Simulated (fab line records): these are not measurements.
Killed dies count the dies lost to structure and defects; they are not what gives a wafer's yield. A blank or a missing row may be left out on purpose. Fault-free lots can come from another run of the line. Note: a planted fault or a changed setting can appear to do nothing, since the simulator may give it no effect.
Which tool is to blame? | flow n5-finfet | 72 wafers from 24 lots sampled at 5 of the route's 1938 steps

## WHAT EACH GAUGE READ, for each wafer
N5_BEOL_M5_THK_MEAS_53: measures by xrf. Usual: M5_THK 61.2 nm, standard deviation 1.6.
lot  | measured     | on            | M5_THK (nm)    | flag
L074 | day 8 11:40  | film-metro-01 | 58.2 60.2 57.4 |
L075 | day 8 14:29  | film-metro-02 | 60.7 59.4 61.9 |
L076 | day 9 00:16  | film-metro-01 | 62.7 61.6 64.2 |
L077 | day 9 04:49  | film-metro-02 | 62.8 61.4 62.7 |
L078 | day 9 13:14  | film-metro-02 | 62.1 63.2 60.9 |
L079 | day 9 15:10  | film-metro-02 | 61.4 62.5 59.7 |
L080 | day 9 21:32  | film-metro-01 | 58.9 60.1 59.3 |
L082 | day 9 22:34  | film-metro-01 | 61.0 62.1 60.9 |
L081 | day 10 01:28 | film-metro-01 | 61.8 64.2 60.7 |
L083 | day 10 04:02 | film-metro-01 | 61.2 60.7 60.4 |
L084 | day 10 22:50 | film-metro-02 | 60.6 60.2 61.0 |
L086 | day 11 12:34 | film-metro-01 | 61.9 60.1 62.6 |
L085 | day 11 13:40 | film-metro-01 | 62.1 62.3 61.6 |
L087 | day 11 18:10 | film-metro-01 | 61.4 62.0 60.8 |
L088 | day 11 18:33 | film-metro-02 | 60.0 61.8 61.3 |
L089 | day 11 21:41 | film-metro-01 | 63.8 61.3 61.3 |
L091 | day 12 11:16 | film-metro-02 | 62.0 62.6 60.8 |
L090 | day 12 12:03 | film-metro-01 | 60.5 64.3 61.9 |
L092 | day 12 17:42 | film-metro-02 | 61.1 62.1 60.9 |
L093 | day 13 05:26 | film-metro-01 | 58.1 61.1 59.9 |
L094 | day 13 12:47 | film-metro-01 | 58.6 61.4 59.6 |
L095 | day 13 15:47 | film-metro-02 | 61.5 61.2 59.1 |
L096 | day 13 19:41 | film-metro-02 | 58.3 62.2 59.2 |
L097 | day 13 21:07 | film-metro-01 | 62.0 60.0 63.0 |

N5_BEOL_M6_OVL_MEAS_12. Usual: M6_OVL 0.4 nm, standard deviation 0.64.
lot  | measured     | on         | M6_OVL (nm)    | flag
L074 | day 8 14:31  | overlay-01 | 0.0 -0.3 0.6   |
L075 | day 8 17:53  | overlay-02 | -0.5 -0.7 0.2  |
L076 | day 9 03:57  | overlay-02 | 0.4 0.0 0.2    |
L077 | day 9 07:25  | overlay-01 | -0.1 0.2 0.3   |
L078 | day 9 16:02  | overlay-02 | 0.3 0.0 1.0    |
L079 | day 9 16:43  | overlay-01 | 0.5 0.4 1.2    |
L080 | day 10 01:34 | overlay-02 | 0.2 1.7 0.8    |
L082 | day 10 01:48 | overlay-01 | 0.1 0.8 0.1    |
L081 | day 10 03:44 | overlay-02 | -0.1 0.9 1.3   |
L083 | day 10 06:56 | overlay-01 | -0.2 -0.3 -0.8 |
L084 | day 11 01:34 | overlay-01 | -0.1 -0.4 -0.4 |
L086 | day 11 15:26 | overlay-02 | 0.6 -0.6 -0.4  |
L085 | day 11 16:00 | overlay-02 | -0.3 0.9 0.3   |
L087 | day 11 20:28 | overlay-02 | 0.0 0.3 0.7    |
L088 | day 11 20:47 | overlay-02 | -0.1 1.4 0.6   |
L089 | day 11 23:49 | overlay-02 | 0.5 -0.9 0.9   |
L091 | day 12 14:02 | overlay-01 | 1.2 0.9 0.8    |
L090 | day 12 14:16 | overlay-02 | -0.2 1.1 1.6   |
L092 | day 12 19:46 | overlay-01 | 0.6 0.8 -0.2   |
L093 | day 13 07:11 | overlay-01 | -0.1 0.7 0.2   |
L094 | day 13 15:19 | overlay-01 | 0.1 0.7 1.2    |
L095 | day 13 20:25 | overlay-02 | 0.5 1.3 0.9    |
L096 | day 13 21:07 | overlay-02 | 0.2 0.6 0.6    |
L097 | day 13 23:47 | overlay-01 | 1.7 1.7 1.4    |

## TOOL THAT RAN EACH LOT (tool first, then ch and the chambers of the sampled wafers, then the start)
lot  | N5_BEOL_M5_CURE_80            | N5_BEOL_M5_ALD_86                   | N5_BEOL_M5_SPUTTER_88
L074 | uv-cure-02 ch 1, day 8 03:44  | ald-metal-01 ch 0,1,2, day 8 05:59  | pvd-sputter-02, day 8 09:47
L075 | uv-cure-01 ch 0, day 8 06:29  | ald-metal-03 ch 1,2,3, day 8 06:59  | pvd-sputter-01, day 8 12:37
L076 | uv-cure-01 ch 1, day 8 17:56  | ald-metal-03 ch 0,1,2, day 8 18:34  | pvd-sputter-02, day 8 22:23
L077 | uv-cure-01 ch 1, day 8 21:08  | ald-metal-03 ch 2,3, day 8 21:44    | pvd-sputter-02, day 9 02:56
L078 | uv-cure-01 ch 0, day 9 06:50  | ald-metal-03 ch 1,2,3, day 9 07:19  | pvd-sputter-02, day 9 11:11
L079 | uv-cure-02 ch 2, day 9 07:28  | ald-metal-04 ch 0,1,2, day 9 07:50  | pvd-sputter-01, day 9 13:17
L080 | uv-cure-02 ch 1, day 9 15:21  | ald-metal-01 ch 2,3, day 9 15:50    | pvd-sputter-01, day 9 19:39
L082 | uv-cure-03 ch 1, day 9 15:41  | ald-metal-04 ch 1,2,3, day 9 16:23  | pvd-sputter-02, day 9 20:41
L081 | uv-cure-02 ch 0, day 9 18:58  | ald-metal-03 ch 1,2,3, day 9 19:37  | pvd-sputter-03, day 9 23:34
L083 | uv-cure-03 ch 2, day 9 21:13  | ald-metal-03 ch 0,1,3, day 9 22:16  | pvd-sputter-01, day 10 02:06
L084 | uv-cure-01 ch 0, day 10 15:50 | ald-metal-03 ch 1,2,3, day 10 16:40 | pvd-sputter-01, day 10 20:40
L086 | uv-cure-01 ch 1, day 11 06:16 | ald-metal-03 ch 0,1,3, day 11 06:52 | pvd-sputter-03, day 11 10:40
L085 | uv-cure-01 ch 0, day 11 06:58 | ald-metal-04 ch 0,1,3, day 11 07:34 | pvd-sputter-02, day 11 11:32
L087 | uv-cure-03 ch 0, day 11 11:50 | ald-metal-01 ch 0,2,3, day 11 12:22 | pvd-sputter-01, day 11 16:17
L088 | uv-cure-01 ch 1, day 11 12:10 | ald-metal-03 ch 0,2, day 11 12:36   | pvd-sputter-02, day 11 16:40
L089 | uv-cure-01 ch 0, day 11 14:41 | ald-metal-03 ch 0,3, day 11 15:28   | pvd-sputter-03, day 11 19:16
L091 | uv-cure-03 ch 2, day 12 05:14 | ald-metal-04 ch 0,1,3, day 12 05:37 | pvd-sputter-02, day 12 09:23
L090 | uv-cure-03 ch 1, day 12 05:58 | ald-metal-01 ch 0,2,3, day 12 06:27 | pvd-sputter-03, day 12 10:10
L092 | uv-cure-01 ch 1, day 12 11:12 | ald-metal-04 ch 1,2,3, day 12 11:44 | pvd-sputter-01, day 12 15:39
L093 | uv-cure-03 ch 0, day 12 23:09 | ald-metal-03 ch 0,1,2, day 12 23:28 | pvd-sputter-03, day 13 03:31
L094 | uv-cure-03 ch 1, day 13 05:42 | ald-metal-04 ch 0,2, day 13 06:19   | pvd-sputter-01, day 13 10:10
L095 | uv-cure-03 ch 1, day 13 09:08 | ald-metal-01 ch 2,3, day 13 09:52   | pvd-sputter-03, day 13 13:37
L096 | uv-cure-03 ch 2, day 13 11:55 | ald-metal-03 ch 2,3, day 13 12:35   | pvd-sputter-01, day 13 17:41
L097 | uv-cure-02 ch 2, day 13 14:41 | ald-metal-03 ch 0,1, day 13 15:10   | pvd-sputter-02, day 13 19:13
- N5_BEOL_M5_CURE_80: cures SiCOH lowk, time 120 s.
- N5_BEOL_M5_ALD_86: deposits TaN, pulse time 2 s, purge time 3 s, co reactant purge time 2 s.
- N5_BEOL_M5_SPUTTER_88: material Cu, target thk 15 nm, time 27.62 s.

## WHAT THE TOOLS THEMSELVES READ (means of the sampled wafers that have a number; where no wafer has one, the mark that the record gives instead)
N5_BEOL_M5_CURE_80. Usual: lamp-power-pct 52.32 %, standard deviation 0.05; wafer_temp_C_max 371.8, standard deviation 0.47.
lot  | tool       | lamp-power-pct (%) | wafer_temp_C_max | flag
L074 | uv-cure-02 | 52.29              | 371.4            |
L075 | uv-cure-01 | 52.34              | 371.8            |
L076 | uv-cure-01 | 52.33              | 372.1            |
L077 | uv-cure-01 | 52.32              | 372.2            |
L078 | uv-cure-01 | 52.34              | 372.4            |
L079 | uv-cure-02 | 52.32              | 372.1            |
L080 | uv-cure-02 | 52.32              | 371.6            |
L082 | uv-cure-03 | 52.27              | 371.0            |
L081 | uv-cure-02 | 52.35              | 371.8            |
L083 | uv-cure-03 | 52.36              | 371.7            |
L084 | uv-cure-01 | 52.32              | 372.2            |
L086 | uv-cure-01 | 52.32              | 372.3            |
L085 | uv-cure-01 | 52.29              | 371.7            |
L087 | uv-cure-03 | 52.34              | 371.3            |
L088 | uv-cure-01 | 52.34              | 372.0            |
L089 | uv-cure-01 | 52.33              | 372.1            |
L091 | uv-cure-03 | 52.33              | 371.9            |
L090 | uv-cure-03 | 52.29              | 371.1            |
L092 | uv-cure-01 | 52.30              | 372.0            |
L093 | uv-cure-03 | 52.28              | 371.5            |
L094 | uv-cure-03 | 52.30              | 371.4            |
L095 | uv-cure-03 | 52.34              | 371.4            |
L096 | uv-cure-03 | 52.32              | 372.0            |
L097 | uv-cure-02 | 52.30              | 371.7            |

N5_BEOL_M5_ALD_86. Usual: chamber-pressure-Torr 2.999 Torr, standard deviation 0.0073; heater-power-outer-w 226 W, standard deviation 27; heater-power-w 415 W, standard deviation 48; susceptor-temp-C 275.04 C, standard deviation 0.2.
lot  | tool         | chamber-pressure-Torr (Torr) | heater-power-outer-w (W) | heater-power-w (W) | susceptor-temp-C (C) | flag
L074 | ald-metal-01 | 3.005                        | 232                      | 421                | 274.95               |
L075 | ald-metal-03 | 3.000                        | 215                      | 406                | 275.08               |
L076 | ald-metal-03 | 3.001                        | 209                      | 379                | 275.19               |
L077 | ald-metal-03 | 2.995                        | 219                      | 412                | 275.02               |
L078 | ald-metal-03 | 2.990                        | 219                      | 413                | 275.08               |
L079 | ald-metal-04 | 2.999                        | 263                      | 477                | 275.08               |
L080 | ald-metal-01 | 2.993                        | 251                      | 442                | 275.01               |
L082 | ald-metal-04 | 2.997                        | 229                      | 419                | 275.03               |
L081 | ald-metal-03 | 2.998                        | 216                      | 406                | 275.11               |
L083 | ald-metal-03 | 2.992                        | 206                      | 384                | 274.94               |
L084 | ald-metal-03 | 2.996                        | 219                      | 407                | 275.05               |
L086 | ald-metal-03 | 3.000                        | 206                      | 386                | 275.08               |
L085 | ald-metal-04 | 2.997                        | 247                      | 442                | 274.76               |
L087 | ald-metal-01 | 3.003                        | 234                      | 423                | 275.08               |
L088 | ald-metal-03 | 2.999                        | 215                      | 392                | 275.00               |
L089 | ald-metal-03 | 2.994                        | 200                      | 367                | 274.94               |
L091 | ald-metal-04 | 2.999                        | 244                      | 440                | 274.76               |
L090 | ald-metal-01 | 3.000                        | 235                      | 428                | 274.89               |
L092 | ald-metal-04 | 3.002                        | 233                      | 426                | 275.13               |
L093 | ald-metal-03 | 3.006                        | 213                      | 381                | 275.34               |
L094 | ald-metal-04 | 3.005                        | 267                      | 493                | 274.99               |
L095 | ald-metal-01 | 2.999                        | 233                      | 417                | 275.17               |
L096 | ald-metal-03 | 2.990                        | 218                      | 416                | 275.15               |
L097 | ald-metal-03 | 2.997                        | 197                      | 359                | 275.03               |

N5_BEOL_M5_SPUTTER_88. Usual: chuck-gas-flow-sccm 1.27 sccm, standard deviation 0.052; susceptor-temp-C -20.01 C, standard deviation 0.11; throttle-valve-pct 29.7 %, standard deviation 0.91.
lot  | tool           | chuck-gas-flow-sccm (sccm) | susceptor-temp-C (C) | throttle-valve-pct (%) | flag
L074 | pvd-sputter-02 | 1.23                       | -19.93               | 30.8                   |
L075 | pvd-sputter-01 | 1.27                       | -20.15               | 28.7                   |
L076 | pvd-sputter-02 | 1.31                       | -19.94               | 29.6                   |
L077 | pvd-sputter-02 | 1.29                       | -20.01               | 29.8                   |
L078 | pvd-sputter-02 | 1.23                       | -19.93               | 29.8                   |
L079 | pvd-sputter-01 | 1.27                       | -20.04               | 30.0                   |
L080 | pvd-sputter-01 | 1.28                       | -20.04               | 29.1                   |
L082 | pvd-sputter-02 | 1.25                       | -20.10               | 30.4                   |
L081 | pvd-sputter-03 | 1.34                       | -19.96               | 29.1                   |
L083 | pvd-sputter-01 | 1.23                       | -20.01               | 29.9                   |
L084 | pvd-sputter-01 | 1.27                       | -20.05               | 29.1                   |
L086 | pvd-sputter-03 | 1.28                       | -19.97               | 30.0                   |
L085 | pvd-sputter-02 | 1.25                       | -19.98               | 30.6                   |
L087 | pvd-sputter-01 | 1.33                       | -19.97               | 29.4                   |
L088 | pvd-sputter-02 | 1.23                       | -19.95               | 30.5                   |
L089 | pvd-sputter-03 | 1.32                       | -19.96               | 30.7                   |
L091 | pvd-sputter-02 | 1.29                       | -20.05               | 29.9                   |
L090 | pvd-sputter-03 | 1.22                       | -19.98               | 29.8                   |
L092 | pvd-sputter-01 | 1.22                       | -20.09               | 29.7                   |
L093 | pvd-sputter-03 | 1.22                       | -20.04               | 28.9                   |
L094 | pvd-sputter-01 | 1.30                       | -19.99               | 28.7                   |
L095 | pvd-sputter-03 | 1.27                       | -19.97               | 29.6                   |
L096 | pvd-sputter-01 | 1.24                       | -20.11               | 29.3                   |
L097 | pvd-sputter-02 | 1.29                       | -20.00               | 30.2                   |

## THE ANSWER, worked out from the rows above alone
Rule: lot off if the mean of its wafers having a number is beyond 3 standard deviations from the usual mean. A lot without any number at a reading at which 4 lots or more have one is off too. Where the step has rows for the other lots, those lots are counted as sound. Order of review: gauges by route order, followed by the tools' own readings, for which a lot's mean as printed above is used. At the first step where some lot is off, the reading lying furthest off is the one used; lots without a number count as furthest.
No lot is off on any of the readings shown, so nothing can be concluded from this.

## WHAT THE SIMULATOR HAD INSERTED
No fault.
